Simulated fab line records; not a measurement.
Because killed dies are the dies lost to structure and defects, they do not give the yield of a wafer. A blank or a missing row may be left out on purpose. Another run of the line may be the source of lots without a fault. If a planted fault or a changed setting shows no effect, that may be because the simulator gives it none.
Matching of chambers :: flow nand-harc :: 4 sister chambers for NHARC_A_CHANNEL_FILL_D1_ETCHBACK_20 on rie-diel-13
The step etches the open film in C4F8/O2/Ar, target depth 27 nm, time 13.5 s. 4 wafers are shown with their chamber, then 7 later ones without.

## WAFERS PAIRED WITH THEIR CHAMBERS
wafer: L083.6
chamber: 1
rf-vpp-V (V): 974

wafer: L089.5
chamber: 3
rf-vpp-V (V): 981

wafer: L092.4
chamber: 0
rf-vpp-V (V): 972

wafer: L092.5
chamber: 2
rf-vpp-V (V): 973

## WAFERS MISSING THEIR CHAMBER
wafer: L092.6
rf-vpp-V (V): 980

wafer: L093.1
rf-vpp-V (V): 974

wafer: L093.3
rf-vpp-V (V): 981

wafer: L093.4
rf-vpp-V (V): 974

wafer: L096.3
rf-vpp-V (V): 983

wafer: L096.4
rf-vpp-V (V): 974

wafer: L096.6
rf-vpp-V (V): 973

## WHICH CHAMBER EACH ONE RAN IN
wafer: L092.6
from the rows above: 3
in truth: 3

wafer: L093.1
from the rows above: can't be placed: 1 or 2
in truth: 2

wafer: L093.3
from the rows above: 3
in truth: 3

wafer: L093.4
from the rows above: can't be placed: 1 or 2
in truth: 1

wafer: L096.3
from the rows above: 3
in truth: 3

wafer: L096.4
from the rows above: can't be placed: 1 or 2
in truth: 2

wafer: L096.6
from the rows above: can't be placed: 2 or 0 or 1
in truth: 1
Correct placement for 3 of the 7. Can't be placed from these rows: 4 (the true chamber is among the candidates in 4). Wrongly placed: 0.
How it was worked out, from the rows above alone: a wafer's distance from a chamber is the root of the sum, over the readings, of the square of ((its reading less the chamber's mean) divided by the reading's scatter). The wafer belongs to the nearest chamber; if the next one is less than 2 further off, it can't be placed. A chamber's mean is the mean of its shown wafers. The scatter: with one shown wafer a chamber, the root of the mean of the squares of how far each hidden wafer lies from its nearest shown one.
